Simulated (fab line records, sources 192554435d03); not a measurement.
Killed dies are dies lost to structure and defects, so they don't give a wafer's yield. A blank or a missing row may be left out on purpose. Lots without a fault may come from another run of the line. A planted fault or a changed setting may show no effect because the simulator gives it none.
One fault seen from 2 desks | flow n5_finfet | each desk has only its own numbers; what lay behind them comes last

THE METROLOGY DESK
What the gauges read, lot by lot, whatever tool the lot ran on: means of the sampled wafers that have a number. A lot is out of limits, marked OUT, if its mean lies more than 4 standard deviations from the usual mean; the brackets give that distance. Of its 12 readings 7 are shown: those that lie furthest out on some lot.
Columns: A = cd_nm at N5_ZERO_LAYER_CD_MEAS_11, usual 1999.0 nm; B = cd_nm at N5_WELL_APT_CD_MEAS_25, usual 200.1 nm; C = DIBL_N at N5_BEOL_M4_RC_MEAS_101, usual 36.1 mV/V; D = IOFF_N at N5_BEOL_M4_RC_MEAS_101, usual 0.159 nA/um; E = ION_N at N5_BEOL_M4_RC_MEAS_101, usual 673 uA/um; F = ION_P at N5_BEOL_M4_RC_MEAS_101, usual 462 uA/um; G = VT_P at N5_BEOL_M4_RC_MEAS_101, usual -250 mV
lot  | first seen here | A      | B     | C    | D     | E   | F   | G
L864 | day 1 12:38     | 2000.0 | 199.1 | 33.4 | 0.125 | 662 | 462 | -249
L865 | day 1 18:38     | 1999.0 | 202.1 | 35.7 | 0.168 | 677 | 459 | -253
L868 | day 2 12:49     | 2001.3 | 198.1 | 37.9 | 0.160 | 668 | 452 | -253
L872 | day 3 12:46     | 1996.1 | 200.3 | 35.5 | 0.144 | 665 | 460 | -250
L875 | day 4 06:47     | 2001.8 | 199.0 | 35.9 | 0.166 | 678 | 462 | -250
L880 | day 5 12:41     | 2000.4 | 202.1 | 36.2 | 0.170 | 686 | 470 | -246
L882 | day 6 00:40     | 1998.1 | 204.6 | 37.8 | 0.175 | 680 | 464 | -249
L885 | day 6 18:38     | 1999.8 | 200.0 | 36.2 | 0.173 | 676 | 460 | -251
L887 | day 7 06:40     | 2000.7 | 198.5 | 37.4 | 0.160 | 675 | 472 | -248
This desk's finding: nothing out of limits on any of the 9 lots.

THE TOOL OWNER'S DESK: litho_track-01
The tool's own readings at N5_WELL_APT_PEB_23 (peb time 90 s): means of the sampled wafers that have a number, for each lot that ran on this tool. A lot is out of limits, marked OUT, if its mean lies more than 4 standard deviations from the usual mean; the brackets give that distance.
Columns: A = chill_plate_temp_C at N5_WELL_APT_PEB_23, usual 23.00 C; B = heater_power_total_W at N5_WELL_APT_PEB_23, usual 172.5 W
lot  | first seen here | A     | B
L865 | day 1 20:34     | 23.05 | 170.9
L868 | day 2 14:51     | 23.07 | 173.0
L872 | day 3 14:41     | 22.98 | 172.8
L882 | day 6 02:49     | 23.11 | 172.5
This desk's finding: nothing out of limits on any of the 4 lots.

PUT TOGETHER
The metrology desk saw nothing out of limits.
The tool owner's desk saw nothing out of limits.

WHAT THE SIMULATOR HAD PUT IN
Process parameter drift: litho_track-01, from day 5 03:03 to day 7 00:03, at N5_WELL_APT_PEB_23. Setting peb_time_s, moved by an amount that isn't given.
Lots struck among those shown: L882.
